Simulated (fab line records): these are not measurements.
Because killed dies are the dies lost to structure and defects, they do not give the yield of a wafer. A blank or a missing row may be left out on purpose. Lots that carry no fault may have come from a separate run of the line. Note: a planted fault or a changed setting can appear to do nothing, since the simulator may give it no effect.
Struck lot and sound lot, side by side || flow n5_finfet || 36 out of 1938 route steps
Sound: wafers L576.2, L576.4, L576.5. Struck: wafer L585.4 (left out: L585.1, L585.2 of the same lot, which were not struck); the cause appears at the end.
At each step with rows: each side's tool, then ch and its chambers, then its first start. Under that, the readings that differ: sound wafers || struck wafers || difference of the means || sigmas: that difference in standard deviations of wafers without a fault.
alike: words and numbers the same on both sides, and readings whose means are apart by under 2 such deviations; not compared: readings that were withheld, readings missing a value for some wafer, numbers with overlapping values and no deviation given by the record, and bounds like >300 which may hide the same value.
A row with sigmas, a row that says differs or no value, or rows on one side alone: a step with any of these is where the two part. Numbers that have no deviation but don't overlap get no sigmas and don't part them. Lack of a reading on every wafer of one side parts them only where that side has two or more wafers.

first, 9 steps without rows for these wafers: N5_SD_EPI_N_DEVELOP_08 (develop time 30 s); N5_SD_EPI_N_DESCUM_14 (chemistry O2, time 7.9 s); N5_SD_EPI_N_ETCH_34 (etches SiARC in CF4, target depth 45.5 nm, time 75.8 s); N5_SD_EPI_N_ETCH_35 (etches SOC in N2/H2, overetch 108 nm, time 486 s); N5_SD_EPI_N_STRIP_36 (strips in N2/H2); N5_SD_EPI_N_ETCHBACK_44 (etches SiNx in CH3F/O2, stops on SiO2, target depth 14.5 nm); N5_SD_EPI_N_ETCH_45 (etches SiOCN in CH3F/O2, target depth 6 nm); N5_SD_EPI_N_ETCH_16 (etches SiO2 in CHF3/O2, target depth 5 nm); N5_SD_EPI_N_STRIP_47 (strips in CHF3/O2).
N5_SD_EPI_N_SD_RECESS_17: chemistry HBr/Cl2/O2, target depth 41 nm, time 23.7 s, bt time 3 s.
  sound on rie_si-02 ch 0,1, day 3 18:31; struck on rie_si-05 ch 0, day 6 02:40
{"reading": "model.Si_of_WELL_APT_EPI_41.thk_nm (nm)", "sound": "9.8 9.4 9.8", "struck": 12, "difference": "+2", "sigmas": ""}
{"reading": "model.etch.depth_nm (nm)", "sound": "39.78 40.46 39.93", "struck": 38.2, "difference": -1.9, "sigmas": ""}
{"reading": "model.SD_EPI_N.feature_depth_nm (nm)", "sound": "39.8 40.4 40", "struck": 38.2, "difference": -1.9, "sigmas": ""}
  alike: HBr_flow_sccm, drypump_motor_current_A, oes_product_au, throttle_valve_pct
  not compared: rf_hours_counter_h
then, 2 steps without rows for these wafers: N5_SD_EPI_N_STRIP_38 (strips in N2/H2); N5_SD_EPI_N_WET_ETCH_43 (etches SiO2 in dHF, time 14 s, target depth 1.5 nm).
N5_SD_EPI_N_STRIP_18: strips in SPM, time 750 s.
  sound on wet_bench-01 ch 4,5,6, day 3 18:43; struck on wet_bench-02 ch 7, day 6 02:52
{"reading": "model.Si_of_WELL_APT_EPI_41.thk_nm (nm)", "sound": "9.4 9 9.6", "struck": 11.6, "difference": "+2.3", "sigmas": ""}
then, 21 steps without rows for these wafers: N5_SD_EPI_N_SRD_20 (time 30 s); N5_SD_EPI_N_PRECLEAN_48 (cleans in NF3:NH3, afs cycles 2, time 20 s, sublimation time 60 s); N5_SD_EPI_N_VAPOR_ETCH_50 (etches Si in HCl, time 54 s); N5_SD_EPI_N_EPI_21 (deposits Si:P, time 690 s); N5_SD_EPI_N_PRECLEAN_24 (cleans in O3/DIW, time 60 s); N5_SD_EPI_N_SRD_25 (time 30 s); N5_SD_EPI_N_PRECLEAN_49 (cleans in NF3:NH3, afs cycles 1, time 20 s, sublimation time 60 s); N5_SD_EPI_N_LINER_46 (material SiNx, target thk 3 nm); N5_SD_EPI_P_COAT_34 (time 60 s, resist thk 350 nm); N5_SD_EPI_P_COAT_35 (time 60 s, resist thk 35 nm); N5_SD_EPI_P_COAT_03 (resist thk 150 nm); N5_SD_EPI_P_EBR_05; N5_SD_EPI_P_SOFTBAKE_04 (time 60 s); N5_SD_EPI_P_EXPOSE_06 (exposes mask SD P BLK, target cd 240 nm); N5_SD_EPI_P_PEB_07 (peb time 60 s); N5_SD_EPI_P_DEVELOP_08 (develop time 30 s); N5_SD_EPI_P_DESCUM_14 (chemistry O2, time 7.9 s); N5_SD_EPI_P_ETCH_36 (etches SiARC in CF4, target depth 45.5 nm, time 75.8 s); N5_SD_EPI_P_ETCH_37 (etches SOC in N2/H2, overetch 108 nm, time 486 s); N5_SD_EPI_P_STRIP_38 (strips in N2/H2); N5_SD_EPI_P_ETCHBACK_46 (etches SiNx in CH3F/O2, stops on SiO2, target depth 17.5 nm).
-- here the record skips 6 days between the struck wafers' starts before and after, leaving off in module SD_EPI_P and picking up in module BEOL_M4 (first step shown: number 1111 of the route) --
N5_BEOL_M4_RC_MEAS_101:
  sound on prober-02 ch 0, day 8 21:43; struck on prober-01 ch 0, day 11 17:09
{"reading": "CJ_N", "sound": "4.15 4.21 4.21", "struck": 3.91, "difference": -0.28, "sigmas": -4}
  alike: DIBL_N, DIBL_P, IOFF_N, IOFF_P, ION_N, ION_P, SS_N, SS_P, VT_N, VT_P
-- here the record skips 5 days between the struck wafers' starts before and after, leaving off in module BEOL_M4 and picking up in module PASSIVATION (first step shown: number 1936 of the route) --
N5_PASSIVATION_PROBE_49:
  sound: prober-02 at day 14 09:43; struck: prober-02 at day 16 12:29
  alike: defect_limited_yield, killed_at_M0_to_M3, killed_at_M4_up, killed_at_contacts, killed_at_front_end, killed_at_other, killed_dies, killed_open, killed_short, sort_bin_5_function, sort_bin_6_memory, sort_bin_8_speed, sort_n_pass, sort_yield_pct

== WHERE THEY PART ==
At N5_BEOL_M4_RC_MEAS_101 and nowhere else, as far as this record goes. Later steps at which nothing parts them and some readings are alike: N5_PASSIVATION_PROBE_49.

WHY: what had been put in by the simulator
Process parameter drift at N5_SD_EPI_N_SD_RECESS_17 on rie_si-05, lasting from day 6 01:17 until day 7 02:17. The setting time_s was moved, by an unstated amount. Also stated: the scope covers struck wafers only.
